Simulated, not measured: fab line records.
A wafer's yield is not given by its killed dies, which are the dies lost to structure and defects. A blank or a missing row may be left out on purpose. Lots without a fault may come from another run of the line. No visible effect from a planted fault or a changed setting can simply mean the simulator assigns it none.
Split-lot trial	flow n5-finfet	7 lots, 21 wafers read, on a route of 1938 steps

== SPLIT DETAILS ==
At N5_MOL_CONTACT_COAG_VIA_ETCH_117 (etches SiO2 in C4F6/O2, target depth 40 nm, overetch 8 nm, time 26 s), the setting bias-w was moved away from the recipe's 455 W on 11 of the 21 wafers read, by -13.3% to +9.9%. The other wafers ran this setting at the recipe's value.

The reading comes from the split's own step.

== THE READING ==
rf-vpp-V, in V, at N5_MOL_CONTACT_COAG_VIA_ETCH_117 (etches SiO2 in C4F6/O2, target depth 40 nm, overetch 8 nm, time 26 s). Fault-free wafers of this fab line usually give 1588 V, standard deviation 11 V.

wafer	tool, chamber at the split	bias-w as run, W	against the recipe	rf-vpp-V, V	against lot-mates on the recipe
L074.2	rie-diel-05, 2	417.6	-8.2%	1473	-119
L074.3	rie-diel-05, 0	455	recipe	1592	-
L074.5	rie-diel-05, 2	417.6	-8.2%	1473	-119
L076.1	rie-diel-06, 2	497.2	+9.3%	1691	no lot-mate on the recipe
L076.4	rie-diel-06, 1	497.2	+9.3%	1693	no lot-mate on the recipe
L076.6	rie-diel-06, 3	497.2	+9.3%	1710	no lot-mate on the recipe
L077.1	rie-diel-05, 1	455	recipe	1596	-
L077.4	rie-diel-05, 0	455	recipe	1592	-
L077.6	rie-diel-05, 1	455	recipe	1595	-
L081.3	rie-diel-06, 1	394.7	-13.3%	1425	-146
L081.4	rie-diel-06, 0	455	recipe	1571	-
L081.5	rie-diel-06, 3	394.7	-13.3%	1439	-132
L092.1	rie-diel-06, 0	500.1	+9.9%	1713	+128
L092.4	rie-diel-06, 1	455	recipe	1585	-
L092.6	rie-diel-06, 0	500.1	+9.9%	1712	+127
L094.2	rie-diel-06, 0	426.5	-6.3%	1521	-75
L094.5	rie-diel-06, 0	455	recipe	1596	-
L094.6	rie-diel-06, 3	426.5	-6.3%	1524	-72
L097.1	rie-diel-06, 2	455	recipe	1590	-
L097.3	rie-diel-06, 3	455	recipe	1600	-
L097.5	rie-diel-06, 2	455	recipe	1589	-

FIT RESULTS
A straight line over all 21 wafers: rf-vpp-V changes by +12.1 V for each +1% of bias-w; r = +0.99; the points scatter about the line by 9.5 V.
The same after taking each lot's own level away (the mean of its wafers on the recipe; 18 wafers): +12 V for each +1%; r = +0.99; scatter 11 V.
That fit puts the effect of the largest move of bias-w on the reading at 1.6e+02 V.
From 1571.0 to 1596.0 V: that is the span of the lots' own levels, equal to 2.3 times the standard deviation above.
So the lot-to-lot level changes the slope little: the two slopes agree.
Check: with one of the wafers moved furthest among these (-13.3%) left out of the fit, the line predicts -162 V for it against its lot-mates. It came out at -146 V against them.
Tool readings at the split's step, against how far the setting was moved: rf-vpp-V r = +0.99.

== ADDITIONAL SPLITS CARRIED BY THESE WAFERS ==
Note: prior to the reading, these wafers also went through further splits. Each is held against what the fit with the lots' levels taken away leaves over:
other split on the same wafers	wafers away from the commonest value	r with rf-vpp-V (lot level and that fit taken away)
N5_SD_EPI_P_EXPOSE_06 dose-mj	2	-0.18
N5_SDB_EXPOSE_08 dose-mj	5	-0.59
N5_HKMG_FIN_DESCUM_17 time-s	10	+0.06
N5_HKMG_FIN_ETCH_32 source-w	7	+0.21
N5_GATE_CUT_EXPOSE_10 dose-mj	4	+0.31
N5_GATE_CUT_DESCUM_18 time-s	6	-0.40

== FILE'S OWN FIT ==
rf-vpp-V changes by +12 V for each +1% of bias-w, r = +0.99.
